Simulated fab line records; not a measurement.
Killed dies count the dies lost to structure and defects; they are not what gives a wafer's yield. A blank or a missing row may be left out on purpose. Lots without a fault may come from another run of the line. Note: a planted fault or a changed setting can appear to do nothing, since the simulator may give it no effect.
fab line records	flow n5-finfet
record lots=6	wafers=17	last-day=18
route steps=1938 shown BEOL_M7@1317 PASSIVATION@1936
lots with no fault: from the same line, run without faults
start-h: hours from the record's first day to the start of the lot's first wafer shown	wait-h: hours from the lot's prior step to this one	" repeats the value in the row above	L1.1+2: a single row standing in for several wafers	- no value present, or no start provided	* or withheld: withheld	< > ~ a bound
route shown NAME@n: names a module that has steps shown in the file, with the first one's number in the route	usual: mean/standard deviation of fault-free wafers	same: alike in all rows	chamber/n: place in a boat	sites: the reading at each site	_std_site: the standard deviation of these	_edge_site: the outer-site mean with the inner-site mean subtracted	radius-mm: how far each site lies from the wafer's centre	mask NAME#n: copy n	behind: tool/chamber where the wafer was last shaped	hold: why the lot was held/for how many hours/how that ended	device: whichever transistor did not switch (one of n, p or np)	end of line: tests run on the same wafers once the route is complete	for a step that has no rows: nothing shown but its recipe	killed: dies that structure and defects cost at the first sort, which is not the same as the wafer's yield	map: the dies of a wafer, with x for killed, . for not killed, _ for no die there
set.NAME: the setting that was run; set.NAME@STEP: the one run at that earlier step	model.NAME: the simulator's own value behind a step, which no gauge read
lots seen at some steps along the route; tables by step, rows by wafer
services: from which hour (start-h, from the record's first day; less than 0 if before it) a tool's chamber was out of use, for how many hours, and why
## steps
# step N5_BEOL_M7_CURE_75
# recipe temp-c=370	time-s=120	ambient=DMADMS/He	material=SiCOH_lowk
# step N5_BEOL_M7_DEGAS_44
# recipe ambient=vacuum	temp-c=250	time-s=60
# usual heater-power-w=330/35
lot.wafer	tool	chamber	start-h	wait-h	heater-power-w
L748.2	pvd-sputter-02	-	271.22	1.2	337
L748.5	"	-	"	"	340
L748.6	"	-	"	"	289
L750.2	pvd-sputter-03	-	277.75	0.4	298
L750.4	"	-	"	"	291
L750.5	"	-	"	"	301
L754.2	pvd-sputter-02	-	305.08	0.3	348
L754.4	"	-	"	"	285
L754.6	"	-	"	"	346
L759.1	pvd-sputter-02	-	332.26	0.6	307
L759.3	"	-	"	"	351
L762.1	pvd-sputter-02	-	343.74	0.6	345
L762.2	"	-	"	"	341
L762.3	"	-	"	"	281
L761.1	pvd-sputter-02	-	346.43	0.3	290
L761.3	"	-	"	"	347
L761.5	"	-	"	"	349
# step N5_BEOL_M7_PRE_CLEAN_45
# recipe gas=H2/He	time-s=30	temp-c=250
# step N5_BEOL_M7_ALD_77
# recipe material=TaN	target-thk-a=20	temp-c=275	ald-precursor-family=PDMAT	ald-co-reactant=NH3	pressure-torr=3	carrier-flow-sccm=1500	pulse-time-s=2	purge-time-s=3	co-reactant-purge-time-s=2	co-reactant-pulse-time-s=3	ald-cycles=40	precursor-vessel-temp-c=75	precursor-vessel-pressure-torr=26.25	precursor-vessel-carrier-sccm=1000
# usual heater-power-w=415/43
# same pulse-time-s=2
lot.wafer	tool	chamber	start-h	wait-h	heater-power-w
L748.2	ald-metal-03	0	271.32	0.0	469
L748.5	"	1	"	"	360
L748.6	"	2	"	"	456
L750.2	ald-metal-03	3	277.85	0.0	414
L750.4	"	1	"	"	362
L750.5	"	3	"	"	414
L754.2	ald-metal-04	3	305.18	0.0	464
L754.4	"	2	"	"	403
L754.6	"	3	"	"	465
L759.1	ald-metal-04	1	332.38	0.1	344
L759.3	"	3	"	"	461
L762.1	ald-metal-04	0	344.01	0.2	396
L762.2	"	2	"	"	397
L762.3	"	3	"	"	450
L761.1	ald-metal-03	3	346.53	0.0	417
L761.3	"	0	"	"	479
L761.5	"	1	"	"	373
# step N5_BEOL_M7_SURFACE_TREAT_79
# recipe gas=Ar	time-s=*	ion-energy-ev=*	ion-current-ma-cm2=0.5	pressure-mtorr=*	ar-flow-sccm=30
# step N5_BEOL_M7_CVD_78
# recipe material=Co	target-thk-a=20	temp-c=withheld	precursor=CCTBA/H2	pressure-torr=30	time-s=142.3
# step N5_BEOL_M7_SPUTTER_48
# recipe material=Cu	target-thk-a=100	temp-c=-20	bias-v=60	power-w=26000	chamber-pressure-pa=0.13	time-s=1.667
# usual chamber-pressure-pa=0.13005/0.00025	throttle-valve-pct=30.1/1
lot.wafer	tool	chamber	start-h	wait-h	chamber-pressure-pa	throttle-valve-pct
L748.2	pvd-sputter-03	-	271.91	0.1	0.12952	31.9
L748.5	"	-	"	"	0.12974	29.8
L748.6	"	-	"	"	0.13016	29.4
L750.2	pvd-sputter-03	-	279.97	1.6	0.13003	31.8
L750.4	"	-	"	"	0.12992	30.9
L750.5	"	-	"	"	0.13009	30.8
L754.2	pvd-sputter-03	-	306.12	0.1	0.1298	30.7
L754.4	"	-	"	"	0.13023	28.8
L754.6	"	-	"	"	0.13021	29.4
L759.1	pvd-sputter-02	-	332.94	0.1	0.13	28.1
L759.3	"	-	"	"	0.12967	31.7
L762.1	pvd-sputter-02	-	346.15	0.1	0.13004	29.6
L762.2	"	-	"	"	0.12987	29.9
L762.3	"	-	"	"	0.13008	31.5
L761.1	pvd-sputter-02	-	347.18	0.1	0.13007	29.5
L761.3	"	-	"	"	0.13005	28.3
L761.5	"	-	"	"	0.13023	29.5
# step N5_BEOL_M7_ECD_50
# recipe material=Cu	target-thk-a=3000
# step N5_BEOL_M7_ANNEAL_51
# recipe temp-c=225	time-s=90	ambient=N2
# usual wafer_temp_C_max=226.1/0.35
lot.wafer	tool	chamber	start-h	wait-h	wafer_temp_C_max
L748.2	rtp-anneal-01	0	272.42	0.3	227.0
L748.5	"	0	"	"	226.5
L748.6	"	0	"	"	226.2
L750.2	rtp-anneal-02	0	280.30	0.2	225.6
L750.4	"	0	"	"	225.9
L750.5	"	0	"	"	225.8
L754.2	rtp-anneal-01	0	306.37	0.1	226.1
L754.4	"	0	"	"	226.3
L754.6	"	0	"	"	226.6
L759.1	rtp-anneal-02	0	333.34	0.3	225.9
L759.3	"	0	"	"	225.8
L762.1	rtp-anneal-01	0	346.42	0.1	226.4
L762.2	"	0	"	"	226.8
L762.3	"	0	"	"	226.1
L761.1	rtp-anneal-02	0	347.40	0.1	225.9
L761.3	"	0	"	"	225.8
L761.5	"	0	"	"	225.7
# step N5_BEOL_M7_CMP_52
# recipe stop-on=SiCOH_lowk	t-overpolish-s=6.9	down-force-psi=1	platen-rpm=50	clearing-platen-down-force-psi=1.5	clearing-platen-rpm=50	post-cmp-clean=cu-alkaline	target-thk-nm=80	clearing-platen-pad-velocity-m-s=0.99484	pad-velocity-m-s=0.99484
# usual barrier-field-endpoint-s=29.0/0.76	motor-current-A=6.3/0.71	overpolish-run-s=6.900/0.0091	time-to-endpoint-s=63/3.1
lot.wafer	tool	chamber	start-h	wait-h	barrier-field-endpoint-s	motor-current-A	overpolish-run-s	time-to-endpoint-s
L748.2	cmp-01	1	272.78	0.3	28.7	6.7	6.908	60
L748.6	"	2	"	"	28.7	6.0	6.907	61
L748.5	"	3	"	"	29.1	6.1	6.906	63
L750.2	cmp-03	2	280.63	0.3	29.9	6.2	6.902	66
L750.4	"	3	"	"	28.5	7.0	6.895	60
L750.5	"	2	"	"	28.9	6.1	6.887	65
L754.2	cmp-04	0	306.70	0.3	28.2	5.8	6.883	57
L754.4	"	1	"	"	29.4	6.1	6.892	64
L754.6	"	2	"	"	28.8	5.6	6.905	63
L759.1	cmp-01	2	333.63	0.3	27.1	6.0	6.915	59
L759.3	"	3	"	"	28.8	6.3	6.895	66
L762.2	cmp-04	3	346.76	0.2	29.8	7.7	6.911	68
L762.3	"	0	"	"	29.7	6.2	6.894	62
L762.1	"	1	"	"	29.4	5.8	6.893	65
L761.3	cmp-01	3	347.69	0.2	30.5	6.1	6.890	66
L761.1	"	1	"	"	29.7	6.6	6.898	65
L761.5	"	0	"	"	30.0	5.7	6.909	65
# step N5_BEOL_M7_THK_MEAS_53
# recipe thk-meas-gauge=xrf	reads=Cu_of_BEOL_M7_ECD_50
# usual M7_THK=79.5/2.8
lot.wafer	tool	chamber	start-h	wait-h	M7_THK[nm]
L748.2	film-metro-01	-	272.96	-	80.8
L748.5	"	-	"	"	76.1
L748.6	"	-	"	"	77.6
L750.2	film-metro-01	-	280.92	-	80.5
L750.4	"	-	"	"	77.8
L750.5	"	-	"	"	82.5
L754.2	film-metro-01	-	306.92	-	80.8
L754.4	"	-	"	"	75.6
L754.6	"	-	"	"	76.5
L759.1	film-metro-02	-	333.93	-	77.7
L759.3	"	-	"	"	84.8
L762.1	film-metro-01	-	347.01	-	81.7
L762.2	"	-	"	"	81.4
L762.3	"	-	"	"	75.6
L761.1	film-metro-02	-	347.99	-	79.3
L761.3	"	-	"	"	76.4
L761.5	"	-	"	"	77.2
# step N5_BEOL_M7_PRE_CLEAN_55
# recipe gas=NH3	time-s=15	temp-c=withheld	rf-power-w=300
# step N5_BEOL_M7_DEP_56
# recipe material=SiCN	target-thk-a=100	temp-c=withheld	precursor=3MS/NH3	pressure-torr=3	rf-w=202	time-s=17.5
# usual showerhead-plenum-p-Torr=3.672/0.017	throttle-valve-pct=9.1/0.52
lot.wafer	tool	chamber	start-h	wait-h	showerhead-plenum-p-Torr	throttle-valve-pct	model.SiCN_of_BEOL_M7_DEP_56.thk-nm
L748.2	pecvd-01	2	273.03	0.0	3.663	8.1	10.2
L748.5	"	0	"	"	3.685	10.2	10
L748.6	"	1	"	"	3.679	9.9	10.4
L750.2	pecvd-04	0	280.98	0.0	3.683	9.3	10
L750.4	"	0	"	"	3.682	9.1	10.2
L750.5	"	1	"	"	3.660	9.0	10.2
L754.2	pecvd-04	0	306.98	0.0	3.670	9.5	9.8
L754.4	"	1	"	"	3.657	9.3	12.2
L754.6	"	0	"	"	3.682	9.2	9.8
L759.1	pecvd-04	1	334.04	0.1	3.654	9.1	11.8
L759.3	"	1	"	"	3.658	9.7	10.2
L762.1	pecvd-03	0	347.08	0.0	3.662	8.9	9.8
L762.2	"	2	"	"	3.653	8.7	10
L762.3	"	1	"	"	3.693	9.5	9.8
L761.1	pecvd-03	0	348.05	0.0	3.660	9.0	9.8
L761.3	"	1	"	"	3.692	9.7	10
L761.5	"	0	"	"	3.663	8.7	9.8
# step N5_BEOL_M7_RS_MEAS_57
# recipe thk-meas-gauge=four-point-probe	reads=Cu_of_BEOL_M7_ECD_50+Co_of_BEOL_M7_CVD_78+TaN_of_BEOL_M7_ALD_77
# usual M7_RS=0.293/0.012
lot.wafer	tool	chamber	start-h	wait-h	M7_RS[ohm/sq]
L748.2	film-metro-02	-	273.10	0.1	0.288
L748.5	"	-	"	"	0.306
L748.6	"	-	"	"	0.301
L750.2	film-metro-02	-	281.05	0.1	0.287
L750.4	"	-	"	"	0.299
L750.5	"	-	"	"	0.280
L754.2	film-metro-01	-	307.05	0.1	0.280
L754.4	"	-	"	"	0.304
L754.6	"	-	"	"	0.301
L759.1	film-metro-02	-	334.18	0.1	0.305
L759.3	"	-	"	"	0.274
L762.1	film-metro-02	-	347.15	0.1	0.282
L762.2	"	-	"	"	0.284
L762.3	"	-	"	"	0.308
L761.1	film-metro-02	-	348.12	0.1	0.296
L761.3	"	-	"	"	0.309
L761.5	"	-	"	"	0.303
# step N5_PASSIVATION_PROBE_49
# usual defect-limited-yield=91.2/1.5	killed_at_M0_to_M3=33/9.6	killed_at_M4_up=14/5.6	killed-at-contacts=14/5.5	killed-at-front-end=40/13	killed-at-other=4/3	killed-dies=104/17	killed-open=68/13	killed-short=33/7.2	sort_bin_5_function=5.2/0.95	sort_bin_6_memory=3.3/0.62	sort-n-pass=1076/17	sort-yield-pct=91.2/1.5
# same gross-dies=1180	killed-at-back-side=0	sort_bin_4_leakage[%]=0	sort_bin_8_speed[%]=0
lot.wafer	tool	chamber	start-h	wait-h	defect-limited-yield[%]	killed_at_M0_to_M3	killed_at_M4_up	killed-at-contacts	killed-at-front-end	killed-at-other	killed-dies	killed-open	killed-short	sort_bin_5_function[%]	sort_bin_6_memory[%]	sort-n-pass	sort-yield-pct[%]
L754.2	prober-01	-	387.25	0.1	89.3	25	11	21	66	3	126	85	40	6.3	4.2	1054	89.3
L754.4	prober-01	-	387.35	0.2	92.1	36	12	12	31	2	93	63	29	4.5	3.0	1087	92.1
L754.6	prober-01	-	387.45	0.3	91.6	35	18	11	27	8	99	70	27	5.7	2.4	1081	91.6
# killed by level:class
L754.2 STI_FIN_REVEAL:geometric-particle:open=19 MOL_CONTACT_COAG:geometric-particle:open=17 BEOL_M3:geometric-particle:open=10 DUMMY_GATE:geometric-particle:open=9 FIN_SAQP:geometric-particle:short=7 FIN_SAQP:geometric-particle:open=6 GATE_CUT:geometric-particle:short=6 BEOL_M0_SAQP:geometric-particle:short=6
L754.4 MOL_CONTACT_COAG:geometric-particle:open=8 BEOL_M3:geometric-particle:open=8 FIN_SAQP:geometric-particle:open=6 BEOL_M0_SAQP:geometric-particle:short=6 BEOL_M0_SAQP:geometric-particle:open=6 STI_FIN_REVEAL:geometric-particle:open=5 BEOL_M1:geometric-particle:open=5 BEOL_M5:geometric-particle:open=5
L754.6 BEOL_M0_SAQP:geometric-particle:short=9 BEOL_M4:geometric-particle:open=8 MOL_CONTACT_COAG:geometric-particle:open=7 STI_FIN_REVEAL:geometric-particle:open=6 BEOL_M0_SAQP:geometric-particle:open=6 BEOL_M3:geometric-particle:open=6 BEOL_M2:geometric-particle:open=5 MOL_CONTACT_COAG:geometric-particle:short=4
## services
tool	chamber	start-h	hours	kind
pecvd-03	1	252.32	5.5	scheduled-down
pecvd-04	-	272.95	0.7	repair
ald-metal-03	-	282.01	8.7	pm
pecvd-01	1	289.14	3.5	repair
cmp-03	-	292.90	0.4	repair
ald-metal-04	1	303.24	2.4	repair
pvd-sputter-02	-	305.59	2.2	repair
pecvd-03	0	307.67	5.5	scheduled-down
pecvd-01	-	310.82	0.3	repair
pecvd-04	2	320.66	16.5	scheduled-down
ald-metal-03	1	323.95	7.4	repair
cmp-04	-	331.13	5.2	repair
pecvd-04	0	331.85	8.1	repair
cmp-01	-	333.86	4.0	pm
cmp-01	-	337.86	-	consumable-replace:conditioner
cmp-01	-	337.86	-	consumable-replace:pad
rtp-anneal-01	-	340.42	3.1	pm
rtp-anneal-02	-	347.67	0.8	pm
## key
first-sign none at tools or gauges
model-effect step=N5_BEOL_M7_DEP_56	value=SiCN_of_BEOL_M7_DEP_56.thk-nm	without=10.1	struck=12
met-at N5_BEOL_M7_DEP_56
struck-wafers L754.4,L759.1
onset-between 280.98 306.98
fault kind=process-parameter-drift	tool=pecvd-04	chamber=-	onset-h=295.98	steps=N5_BEOL_M7_DEP_56	channel=time-s	offset=*	shape=step	end-h=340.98	scope=struck-wafers-only	acts-in=*	stated=*
